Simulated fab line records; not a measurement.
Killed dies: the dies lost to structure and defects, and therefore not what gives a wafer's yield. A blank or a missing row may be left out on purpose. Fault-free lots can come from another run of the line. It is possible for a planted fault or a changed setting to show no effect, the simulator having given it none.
The tool behind it: which one?    flow nand harc    24 lots, 72 wafers sampled, at 6 steps of a route of 1159

WHAT THE GAUGES SHOWED, per wafer
NHARC_A_SLIT_INSPECT_11. Usual: raw defect count at 20, with a standard deviation of 9.2.
lot   measured      on                 raw defect count  flag
L074  day 14 13:15  defect inspect-02  16 27 21          
L075  day 14 12:58  defect inspect-01  9 18 10           
L077  day 14 18:20  defect inspect-01  11 11 20          
L076  day 15 03:05  defect inspect-01  11 11 5           
L079  day 15 01:32  defect inspect-01  12 11 10          
L078  day 15 00:54  defect inspect-01  16 20 20          
L080  day 15 12:47  defect inspect-01  30 28 27          
L081  day 16 00:40  defect inspect-01  14 18 20          
L083  day 16 00:22  defect inspect-01  16 24 26          
L082  day 16 08:31  defect inspect-01  9 20 12           
L085  day 16 21:44  defect inspect-01  11 15 15          
L084  day 16 22:16  defect inspect-01  28 26 27          
L086  day 17 09:30  defect inspect-01  10 8 7            
L087  day 17 09:08  defect inspect-01  30 31 28          
L089  day 18 02:53  defect inspect-01  19 13 18          
L090  day 18 03:02  defect inspect-01  35 24 36          
L088  day 18 18:18  defect inspect-02  17 21 14          
L091  day 18 20:09  defect inspect-01  16 20 18          
L093  day 18 19:08  defect inspect-02  39 27 32          
L092  day 18 21:10  defect inspect-01  38 32 41          
L094  day 19 14:04  defect inspect-02  21 21 17          
L095  day 19 13:10  defect inspect-01  48 36 34          
L096  day 19 13:55  defect inspect-01  12 17 25          
L097  day 20 01:41  defect inspect-02  31 24 19          

TOOL THAT RAN EACH LOT (tool first, then ch and the chambers of the sampled wafers, then the start)
lot   NHARC_A_STAIRCASE_STRIP_238           NHARC_A_STAIRCASE_ETCH_292          NHARC_A_STAIRCASE_ETCH_294                     NHARC_A_STAIRCASE_STRIP_295                    NHARC_A_STAIRCASE_HM_OPEN_463
L074  plasma asher-02 ch 0,1, day 11 14:37  rie diel-07 ch 0,1,2, day 11 21:04  rie diel-07 ch 0,1,3, day 14 13:15 or earlier  rie diel-07 ch 0,1,2, day 14 13:15 or earlier  rie diel-07 ch 0,2,3, day 14 13:15 or earlier
L075  plasma asher-01 ch 0,1, day 11 18:37  rie diel-07 ch 0,1,3, day 12 00:09  rie diel-07 ch 0,2, day 14 12:58 or earlier    rie diel-07 ch 0,2, day 14 12:58 or earlier    rie diel-06 ch 0,1,3, day 14 12:58 or earlier
L077  plasma asher-01 ch 0,1, day 12 00:02  rie diel-06 ch 0,1,2, day 12 05:52  rie diel-06 ch 0,3, day 14 18:20 or earlier    rie diel-06 ch 1,2,3, day 14 18:20 or earlier  rie diel-07 ch 0,3, day 14 18:20 or earlier
L076  plasma asher-02 ch 0,1, day 12 05:39  rie diel-09 ch 1,3, day 12 10:57    rie diel-09 ch 0,1, day 15 03:05 or earlier    rie diel-09 ch 0,1, day 15 03:05 or earlier    rie diel-06 ch 0,1,3, day 15 03:05 or earlier
L079  plasma asher-01 ch 0,1, day 12 06:54  rie diel-07 ch 1,2,3, day 12 13:02  rie diel-07 ch 0,1, day 15 01:32 or earlier    rie diel-07 ch 1,2, day 15 01:32 or earlier    rie diel-07 ch 2,3, day 15 01:32 or earlier
L078  plasma asher-01 ch 0,1, day 12 07:26  rie diel-06 ch 0,1,3, day 12 14:14  rie diel-06 ch 0,2, day 15 00:54 or earlier    rie diel-06 ch 0,1, day 15 00:54 or earlier    rie diel-07 ch 0,2,3, day 15 00:54 or earlier
L080  plasma asher-01 ch 0,1, day 12 09:19  rie diel-09 ch 1,2,3, day 12 15:47  rie diel-09 ch 0,3, day 15 12:47 or earlier    rie diel-09 ch 1,2,3, day 15 12:47 or earlier  rie diel-07 ch 0,1, day 15 12:47 or earlier
L081  plasma asher-02 ch 0,1, day 12 22:58  rie diel-07 ch 1,2,3, day 13 04:14  rie diel-07 ch 0,1,3, day 16 00:40 or earlier  rie diel-07 ch 0,3, day 16 00:40 or earlier    rie diel-07 ch 1,2,3, day 16 00:40 or earlier
L083  plasma asher-02 ch 0,1, day 13 00:04  rie diel-06 ch 1,2, day 13 05:40    rie diel-06 ch 0,2, day 16 00:22 or earlier    rie diel-06 ch 0,2, day 16 00:22 or earlier    rie diel-09 ch 1,2, day 16 00:22 or earlier
L082  plasma asher-02 ch 0,1, day 13 06:46  rie diel-07 ch 0,3, day 13 12:56    rie diel-07 ch 1,2, day 16 08:31 or earlier    rie diel-07 ch 2,3, day 16 08:31 or earlier    rie diel-09 ch 1,2,3, day 16 08:31 or earlier
L085  plasma asher-01 ch 0,1, day 13 19:14  rie diel-07 ch 1,2,3, day 14 01:53  rie diel-07 ch 1,2,3, day 16 21:44 or earlier  rie diel-07 ch 0,2, day 16 21:44 or earlier    rie diel-06 ch 0,1, day 16 21:44 or earlier
L084  plasma asher-02 ch 0,1, day 13 19:19  rie diel-09 ch 0,3, day 14 02:07    rie diel-09 ch 0,1,3, day 16 22:16 or earlier  rie diel-09 ch 1,2,3, day 16 22:16 or earlier  rie diel-09 ch 0,1,2, day 16 22:16 or earlier
L086  plasma asher-01 ch 0,1, day 14 08:19  rie diel-07 ch 2,3, day 14 13:53    rie diel-07 ch 0,1,3, day 17 09:30 or earlier  rie diel-07 ch 2,3, day 17 09:30 or earlier    rie diel-07 ch 0,1,3, day 17 09:30 or earlier
L087  plasma asher-02 ch 0,1, day 14 09:46  rie diel-09 ch 0,1, day 14 14:59    rie diel-09 ch 0,1,3, day 17 09:08 or earlier  rie diel-09 ch 0,1, day 17 09:08 or earlier    rie diel-09 ch 0,3, day 17 09:08 or earlier
L089  plasma asher-01 ch 1, day 15 06:09    rie diel-07 ch 1,3, day 15 11:44    rie diel-07 ch 0,3, day 18 02:53 or earlier    rie diel-07 ch 0,3, day 18 02:53 or earlier    rie diel-06 ch 1,2, day 18 02:53 or earlier
L090  plasma asher-02 ch 0,1, day 15 07:41  rie diel-07 ch 1,3, day 15 13:44    rie diel-07 ch 0,1,3, day 18 03:02 or earlier  rie diel-07 ch 1,3, day 18 03:02 or earlier    rie diel-06 ch 1,2, day 18 03:02 or earlier
L088  plasma asher-02 ch 0,1, day 15 15:40  rie diel-07 ch 0,1,3, day 15 22:44  rie diel-07 ch 0,2,3, day 18 18:18 or earlier  rie diel-07 ch 0,3, day 18 18:18 or earlier    rie diel-09 ch 0,1, day 18 18:18 or earlier
L091  plasma asher-02 ch 0,1, day 15 18:49  rie diel-06 ch 1,2,3, day 16 02:34  rie diel-06 ch 1,2, day 18 20:09 or earlier    rie diel-06 ch 1,3, day 18 20:09 or earlier    rie diel-06 ch 2,3, day 18 20:09 or earlier
L093  plasma asher-02 ch 0,1, day 15 20:48  rie diel-09 ch 1,2, day 16 02:24    rie diel-09 ch 0,1,2, day 18 19:08 or earlier  rie diel-09 ch 0,1,2, day 18 19:08 or earlier  rie diel-07 ch 1,2, day 18 19:08 or earlier
L092  plasma asher-02 ch 0,1, day 15 22:47  rie diel-06 ch 1,2,3, day 16 07:12  rie diel-06 ch 1,2,3, day 18 21:10 or earlier  rie diel-06 ch 1,3, day 18 21:10 or earlier    rie diel-07 ch 1,2,3, day 18 21:10 or earlier
L094  plasma asher-01 ch 0,1, day 16 03:55  rie diel-09 ch 0,1,2, day 16 10:57  rie diel-09 ch 0,1,2, day 19 14:04 or earlier  rie diel-09 ch 0,1,2, day 19 14:04 or earlier  rie diel-07 ch 2,3, day 19 14:04 or earlier
L095  plasma asher-02 ch 0,1, day 16 09:20  rie diel-06 ch 0,1,3, day 16 18:35  rie diel-06 ch 0,1,3, day 19 13:10 or earlier  rie diel-06 ch 0,1, day 19 13:10 or earlier    rie diel-07 ch 0,3, day 19 13:10 or earlier
L096  plasma asher-02 ch 0,1, day 16 15:18  rie diel-09 ch 0,2,3, day 17 00:07  rie diel-09 ch 0,1, day 19 13:55 or earlier    rie diel-09 ch 0,2, day 19 13:55 or earlier    rie diel-07 ch 0,3, day 19 13:55 or earlier
L097  plasma asher-01 ch 0,1, day 17 05:40  rie diel-07 ch 0,3, day 17 11:18    rie diel-07 ch 0,1,2, day 20 01:41 or earlier  rie diel-07 ch 0,3, day 20 01:41 or earlier    rie diel-07 ch 0,1,3, day 20 01:41 or earlier
- NHARC_A_STAIRCASE_STRIP_238: strips in O2.
- NHARC_A_STAIRCASE_ETCH_292: etches the open film in CF4/CHF3.
- NHARC_A_STAIRCASE_ETCH_294: etches the open film in C4F8/O2/Ar, target depth 4992 nm, time 1212.4 s.
- NHARC_A_STAIRCASE_STRIP_295: strips in O2.
- NHARC_A_STAIRCASE_HM_OPEN_463: chemistry O2/COS.

WHAT THE TOOLS THEMSELVES READ (means of the sampled wafers that have a number; where no wafer has one, the mark that the record gives instead)
NHARC_A_STAIRCASE_STRIP_238. Usual: drypump motor current A 6.24 A, standard deviation 0.092; heater power w 329 W, standard deviation 15.
lot   tool             drypump motor current A (A)  heater power w (W)  flag
L074  plasma asher-02  6.30                         341                 
L075  plasma asher-01  6.16                         317                 
L077  plasma asher-01  6.18                         320                 
L076  plasma asher-02  6.29                         332                 
L079  plasma asher-01  6.15                         322                 
L078  plasma asher-01  6.15                         322                 
L080  plasma asher-01  6.18                         316                 
L081  plasma asher-02  6.22                         338                 
L083  plasma asher-02  6.30                         341                 
L082  plasma asher-02  6.25                         333                 
L085  plasma asher-01  6.19                         323                 
L084  plasma asher-02  6.26                         334                 
L086  plasma asher-01  6.17                         322                 
L087  plasma asher-02  6.26                         333                 
L089  plasma asher-01  6.14                         320                 
L090  plasma asher-02  6.30                         338                 
L088  plasma asher-02  6.32                         342                 
L091  plasma asher-02  6.25                         334                 
L093  plasma asher-02  6.26                         334                 
L092  plasma asher-02  6.26                         330                 
L094  plasma asher-01  6.21                         314                 
L095  plasma asher-02  6.34                         346                 
L096  plasma asher-02  6.30                         343                 
L097  plasma asher-01  6.16                         317                 

NHARC_A_STAIRCASE_ETCH_292. Usual: drypump motor current A 5.9 A, standard deviation 0.5; oes product au 0.946 a.u., standard deviation 0.018; rf vpp V 370.2 V, standard deviation 1.9; showerhead plenum p Torr 1.56 Torr, standard deviation 0.052; throttle valve pct 16.802 %, standard deviation 0.0091.
lot   tool         drypump motor current A (A)  oes product au (a.u.)  rf vpp V (V)  showerhead plenum p Torr (Torr)  throttle valve pct (%)  flag
L074  rie diel-07  6.0                          0.941                  368.7         1.55                             16.802                  
L075  rie diel-07  6.2                          0.932                  369.9         1.54                             16.802                  
L077  rie diel-06  5.5                          0.939                  368.6         1.54                             16.821                  
L076  rie diel-09  6.0                          0.969                  371.9         1.60                             16.796                  
L079  rie diel-07  5.9                          0.957                  371.0         1.58                             16.798                  
L078  rie diel-06  5.9                          0.927                  369.1         1.53                             16.802                  
L080  rie diel-09  6.1                          0.974                  371.9         1.60                             16.798                  
L081  rie diel-07  6.0                          0.936                  370.4         1.57                             16.800                  
L083  rie diel-06  5.7                          0.948                  369.4         1.56                             16.804                  
L082  rie diel-07  6.5                          0.957                  370.7         1.57                             16.805                  
L085  rie diel-07  6.0                          0.935                  370.0         1.57                             16.796                  
L084  rie diel-09  5.8                          0.929                  370.7         1.59                             16.821                  
L086  rie diel-07  5.9                          0.926                  372.6         1.62                             16.801                  
L087  rie diel-09  5.4                          0.973                  370.8         1.59                             16.802                  
L089  rie diel-07  6.2                          0.935                  369.8         1.56                             16.803                  
L090  rie diel-07  6.0                          0.945                  368.6         1.52                             16.805                  
L088  rie diel-07  6.2                          0.975                  369.1         1.53                             16.803                  
L091  rie diel-06  5.7                          0.967                  371.2         1.57                             16.804                  
L093  rie diel-09  6.1                          0.928                  371.6         1.60                             16.798                  
L092  rie diel-06  5.7                          0.963                  371.0         1.57                             16.808                  
L094  rie diel-09  5.6                          0.928                  370.3         1.58                             16.794                  
L095  rie diel-06  5.9                          0.923                  369.2         1.53                             16.800                  
L096  rie diel-09  5.8                          0.938                  370.5         1.58                             16.799                  
L097  rie diel-07  6.5                          0.957                  368.5         1.53                             16.805                  

NHARC_A_STAIRCASE_ETCH_294. Usual: oes product au 0.935 a.u., standard deviation 0.01; rf vpp V 1824 V, standard deviation 8.9.
lot   tool         oes product au (a.u.)  rf vpp V (V)  flag
L074  rie diel-07  0.930                  1821          
L075  rie diel-07  0.934                  1824          
L077  rie diel-06  0.930                  1817          
L076  rie diel-09  0.936                  1828          
L079  rie diel-07  0.940                  1815          
L078  rie diel-06  0.935                  1817          
L080  rie diel-09  0.943                  1830          
L081  rie diel-07  0.950                  1821          
L083  rie diel-06  0.928                  1817          
L082  rie diel-07  0.941                  1821          
L085  rie diel-07  0.943                  1827          
L084  rie diel-09  0.935                  1828          
L086  rie diel-07  0.940                  1819          
L087  rie diel-09  0.951                  1829          
L089  rie diel-07  0.933                  1826          
L090  rie diel-07  0.935                  1819          
L088  rie diel-07  0.934                  1827          
L091  rie diel-06  0.927                  1827          
L093  rie diel-09  0.924                  1828          
L092  rie diel-06  0.929                  1827          
L094  rie diel-09  0.928                  1829          
L095  rie diel-06  0.924                  1819          
L096  rie diel-09  0.932                  1828          
L097  rie diel-07  0.943                  1821          

NHARC_A_STAIRCASE_STRIP_295. Usual: drypump motor current A 5.9 A, standard deviation 0.5; oes product au 1.003 a.u., standard deviation 0.0092; rf vpp V 57.6 V, standard deviation 0.95; showerhead plenum p Torr 3.51 Torr, standard deviation 0.12; throttle valve pct 17.036 %, standard deviation 0.009.
lot   tool         drypump motor current A (A)  oes product au (a.u.)  rf vpp V (V)  showerhead plenum p Torr (Torr)  throttle valve pct (%)  flag
L074  rie diel-07  6.0                          1.004                  57.5          3.47                             17.037                  
L075  rie diel-07  6.3                          1.005                  58.0          3.49                             17.041                  
L077  rie diel-06  5.7                          0.995                  58.2          3.54                             17.035                  
L076  rie diel-09  5.1                          1.001                  57.6          3.54                             17.033                  
L079  rie diel-07  5.8                          1.012                  58.4          3.56                             17.031                  
L078  rie diel-06  5.9                          1.001                  56.5          3.39                             17.034                  
L080  rie diel-09  6.1                          1.006                  58.8          3.59                             17.039                  
L081  rie diel-07  6.4                          1.013                  57.2          3.53                             17.036                  
L083  rie diel-06  5.4                          1.000                  57.5          3.40                             17.036                  
L082  rie diel-07  6.1                          1.013                  58.3          3.62                             17.034                  
L085  rie diel-07  6.1                          0.996                  57.3          3.57                             17.031                  
L084  rie diel-09  6.1                          0.997                  58.5          3.59                             17.038                  
L086  rie diel-07  6.0                          1.003                  56.9          3.64                             17.030                  
L087  rie diel-09  5.4                          0.996                  56.8          3.55                             17.036                  
L089  rie diel-07  6.4                          1.009                  57.2          3.52                             17.044                  
L090  rie diel-07  6.2                          1.006                  57.3          3.49                             17.042                  
L088  rie diel-07  6.4                          1.000                  56.3          3.51                             17.037                  
L091  rie diel-06  6.1                          1.003                  57.2          3.51                             17.035                  
L093  rie diel-09  5.6                          1.001                  57.5          3.55                             17.028                  
L092  rie diel-06  6.1                          0.992                  57.6          3.46                             17.032                  
L094  rie diel-09  5.6                          0.996                  58.4          3.55                             17.039                  
L095  rie diel-06  5.8                          0.992                  56.8          3.33                             17.036                  
L096  rie diel-09  5.3                          0.997                  58.1          3.52                             17.048                  
L097  rie diel-07  6.4                          1.010                  57.3          3.50                             17.038                  

NHARC_A_STAIRCASE_HM_OPEN_463. Usual: drypump motor current A 5.9 A, standard deviation 0.46; oes product au 1.004 a.u., standard deviation 0.0089; rf vpp V 466.9 V, standard deviation 2.5; showerhead plenum p Torr 3.11 Torr, standard deviation 0.11; throttle valve pct 28.329 %, standard deviation 0.0086.
lot   tool         drypump motor current A (A)  oes product au (a.u.)  rf vpp V (V)  showerhead plenum p Torr (Torr)  throttle valve pct (%)  flag
L074  rie diel-07  6.2                          1.010                  467.6         3.15                             28.328                  
L075  rie diel-06  5.9                          0.998                  464.1         3.04                             28.328                  
L077  rie diel-07  6.5                          1.005                  466.4         3.06                             28.321                  
L076  rie diel-06  5.9                          1.000                  464.7         3.04                             28.331                  
L079  rie diel-07  6.0                          1.004                  470.1         3.23                             28.327                  
L078  rie diel-07  6.2                          1.013                  467.5         3.14                             28.325                  
L080  rie diel-07  6.3                          1.016                  464.7         2.98                             28.326                  
L081  rie diel-07  6.0                          1.005                  466.5         3.12                             28.334                  
L083  rie diel-09  6.1                          0.999                  468.0         3.18                             28.328                  
L082  rie diel-09  6.1                          0.999                  469.4         3.17                             28.333                  
L085  rie diel-06  5.7                          0.992                  463.3         2.95                             28.329                  
L084  rie diel-09  5.6                          0.998                  467.2         3.15                             28.332                  
L086  rie diel-07  6.2                          1.012                  465.8         3.04                             28.336                  
L087  rie diel-09  5.3                          0.996                  467.8         3.12                             28.329                  
L089  rie diel-06  5.7                          0.993                  465.9         3.07                             28.330                  
L090  rie diel-06  5.7                          1.007                  466.7         3.07                             28.333                  
L088  rie diel-09  5.5                          1.002                  467.3         3.14                             28.325                  
L091  rie diel-06  5.4                          1.005                  468.8         3.16                             28.328                  
L093  rie diel-07  5.7                          0.998                  464.9         3.03                             28.325                  
L092  rie diel-07  6.0                          1.006                  467.1         3.11                             28.330                  
L094  rie diel-07  6.0                          1.008                  469.1         3.22                             28.329                  
L095  rie diel-07  6.5                          1.006                  466.8         3.10                             28.319                  
L096  rie diel-07  6.4                          1.006                  466.4         3.10                             28.319                  
L097  rie diel-07  6.2                          1.006                  464.9         3.02                             28.336                  

THE ANSWER, worked out from the rows above alone
Rule: a lot counts as off when the mean over its wafers that have a number is more than 3 standard deviations away from the usual mean. Also off: a lot with no number at a reading for which 4 or more lots have one. Any other lot the step has rows for is counted as sound. Order of review: gauges by route order, followed by the tools' own readings, for which a lot's mean as printed above is used. At the first step where some lot is off, the reading lying furthest off is the one used; lots without a number count as furthest.
No lot is off on any of the readings shown, so nothing can be concluded from this.

WHAT WAS PUT IN BY THE SIMULATOR
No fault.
